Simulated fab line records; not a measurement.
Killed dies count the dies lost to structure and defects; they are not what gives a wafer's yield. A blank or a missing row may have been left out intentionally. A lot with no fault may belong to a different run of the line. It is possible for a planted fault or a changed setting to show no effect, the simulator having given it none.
Tool commonality check / flow nand_harc / 14 lots and 42 wafers in the sample

## REASON FOR OPENING
On 2 of the 14 lots, a flag is raised at NHARC_A_ONON_D1_THK_MEAS_08 on the reading thk_nm. Wafers without a fault read 999 nm, standard deviation 7.5.
Rule: a lot is flagged when every wafer of it that has a number lies more than 4 standard deviations from that mean, or none has a number. The other lots count as sound.

lot=L661; measured=day 7 15:32; on=film_metro-01; thk_nm (nm), wafer by wafer=997 995 996; flag=
lot=L662; measured=day 8 08:53; on=film_metro-02; thk_nm (nm), wafer by wafer=998 998 998; flag=
lot=L663; measured=day 8 13:09; on=film_metro-01; thk_nm (nm), wafer by wafer=994 993 995; flag=
lot=L664; measured=day 9 05:33; on=film_metro-01; thk_nm (nm), wafer by wafer=992 991 990; flag=
lot=L665; measured=day 9 14:01; on=film_metro-02; thk_nm (nm), wafer by wafer=1009 1007 1007; flag=
lot=L667; measured=day 10 03:33; on=film_metro-01; thk_nm (nm), wafer by wafer=996 997 996; flag=
lot=L668; measured=day 10 18:46; on=film_metro-01; thk_nm (nm), wafer by wafer=995 995 994; flag=
lot=L669; measured=day 11 07:46; on=film_metro-01; thk_nm (nm), wafer by wafer=1008 1005 1008; flag=
lot=L670; measured=day 11 20:55; on=film_metro-01; thk_nm (nm), wafer by wafer=997 998 998; flag=
lot=L673; measured=day 12 13:50; on=film_metro-01; thk_nm (nm), wafer by wafer=1008 1009 1008; flag=
lot=L675; measured=day 13 21:36; on=film_metro-01; thk_nm (nm), wafer by wafer=1657 1656 1656; flag=FLAGGED
lot=L677; measured=day 14 11:19; on=film_metro-02; thk_nm (nm), wafer by wafer=1662 1662 1661; flag=FLAGGED
lot=L678; measured=day 14 19:31; on=film_metro-02; thk_nm (nm), wafer by wafer=991 989 991; flag=
lot=L684; measured=day 17 08:08; on=film_metro-01; thk_nm (nm), wafer by wafer=1017 1017 1017; flag=
The numbers of the flagged lots are 1659 nm on average: +660 nm against the usual, or +88 standard deviations.

## WHICH TOOL EACH LOT WENT THROUGH
Before the reading, the record contains 2 process steps out of a 1302-step route. Each cell gives the tool, then ch followed by the chambers the sampled wafers passed through, then the start.
lot=L661; flag=; NHARC_A_ZERO_WELL_RTA_16=rtp_anneal-01 ch 0, day 6 17:14; NHARC_A_ONON_D1_DEP_06=pecvd_onon-02 ch 0, day 7 15:08
lot=L662; flag=; NHARC_A_ZERO_WELL_RTA_16=rtp_anneal-02 ch 0, day 7 10:32; NHARC_A_ONON_D1_DEP_06=pecvd_onon-03 ch 0, day 8 08:29
lot=L663; flag=; NHARC_A_ZERO_WELL_RTA_16=rtp_anneal-01 ch 0, day 7 14:43; NHARC_A_ONON_D1_DEP_06=pecvd_onon-02 ch 0, day 8 12:49
lot=L664; flag=; NHARC_A_ZERO_WELL_RTA_16=rtp_anneal-02 ch 0, day 8 06:46; NHARC_A_ONON_D1_DEP_06=pecvd_onon-01 ch 0, day 9 05:02
lot=L665; flag=; NHARC_A_ZERO_WELL_RTA_16=rtp_anneal-02 ch 0, day 8 14:32; NHARC_A_ONON_D1_DEP_06=pecvd_onon-01 ch 0, day 9 13:34
lot=L667; flag=; NHARC_A_ZERO_WELL_RTA_16=rtp_anneal-02 ch 0, day 9 06:11; NHARC_A_ONON_D1_DEP_06=pecvd_onon-01 ch 0, day 10 03:02
lot=L668; flag=; NHARC_A_ZERO_WELL_RTA_16=rtp_anneal-01 ch 0, day 9 16:31; NHARC_A_ONON_D1_DEP_06=pecvd_onon-01 ch 0, day 10 18:15
lot=L669; flag=; NHARC_A_ZERO_WELL_RTA_16=rtp_anneal-02 ch 0, day 10 05:44; NHARC_A_ONON_D1_DEP_06=pecvd_onon-02 ch 0, day 11 07:15
lot=L670; flag=; NHARC_A_ZERO_WELL_RTA_16=rtp_anneal-01 ch 0, day 10 18:53; NHARC_A_ONON_D1_DEP_06=pecvd_onon-02 ch 0, day 11 20:25
lot=L673; flag=; NHARC_A_ZERO_WELL_RTA_16=rtp_anneal-01 ch 0, day 11 15:41; NHARC_A_ONON_D1_DEP_06=pecvd_onon-02 ch 0, day 12 13:27
lot=L675; flag=FLAGGED; NHARC_A_ZERO_WELL_RTA_16=rtp_anneal-01 ch 0, day 12 23:04; NHARC_A_ONON_D1_DEP_06=pecvd_onon-01 ch 0, day 13 21:09
lot=L677; flag=FLAGGED; NHARC_A_ZERO_WELL_RTA_16=rtp_anneal-02 ch 0, day 13 10:52; NHARC_A_ONON_D1_DEP_06=pecvd_onon-01 ch 0, day 14 10:49
lot=L678; flag=; NHARC_A_ZERO_WELL_RTA_16=rtp_anneal-02 ch 0, day 13 22:14; NHARC_A_ONON_D1_DEP_06=pecvd_onon-03 ch 0, day 14 19:04
lot=L684; flag=; NHARC_A_ZERO_WELL_RTA_16=rtp_anneal-02 ch 0, day 16 07:50; NHARC_A_ONON_D1_DEP_06=pecvd_onon-03 ch 0, day 17 07:37
What is done by these steps:
- NHARC_A_ZERO_WELL_RTA_16: time 10 s.
- NHARC_A_ONON_D1_DEP_06: target thk 1000 nm.
- NHARC_A_ONON_D1_THK_MEAS_08: measures by ellipsometry.

## FLAGGED OVER TOTAL, TOOL BY TOOL (the gauges that took the reading come last)
step=NHARC_A_ZERO_WELL_RTA_16; tool=rtp_anneal-01; lots run=6; flagged=1; share of the flagged lots=some; sound lots run after its first flagged lot=0
step=NHARC_A_ZERO_WELL_RTA_16; tool=rtp_anneal-02; lots run=8; flagged=1; share of the flagged lots=some; sound lots run after its first flagged lot=2 (L678,L684)
step=NHARC_A_ONON_D1_DEP_06; tool=pecvd_onon-01; lots run=6; flagged=2; share of the flagged lots=all; sound lots run after its first flagged lot=0
step=NHARC_A_ONON_D1_DEP_06; tool=pecvd_onon-02; lots run=5; flagged=0; share of the flagged lots=none; sound lots run after its first flagged lot=-
step=NHARC_A_ONON_D1_DEP_06; tool=pecvd_onon-03; lots run=3; flagged=0; share of the flagged lots=none; sound lots run after its first flagged lot=-
step=NHARC_A_ONON_D1_THK_MEAS_08; tool=film_metro-01; lots run=10; flagged=1; share of the flagged lots=some; sound lots run after its first flagged lot=1 (L684)
step=NHARC_A_ONON_D1_THK_MEAS_08; tool=film_metro-02; lots run=4; flagged=1; share of the flagged lots=some; sound lots run after its first flagged lot=1 (L678)

## WHAT THE TABLE PERMITS
In the table, 1 row covers all flagged lots: pecvd_onon-01 at NHARC_A_ONON_D1_DEP_06.
- pecvd_onon-01 at NHARC_A_ONON_D1_DEP_06: 2 of its 6 lots flagged. It ran its last sound lot, L668, at day 10 18:15 and its first flagged lot, L675, at day 13 21:09: a fault with its onset between the two fits.
One tool is left: pecvd_onon-01 at NHARC_A_ONON_D1_DEP_06.

## WHAT THE SIMULATOR HAD INSERTED
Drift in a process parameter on pecvd_onon-01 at NHARC_A_ONON_D1_DEP_06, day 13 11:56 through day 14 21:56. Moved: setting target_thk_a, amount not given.
Shown lots that were struck: L675, L677. The rule given above showed the same thing.
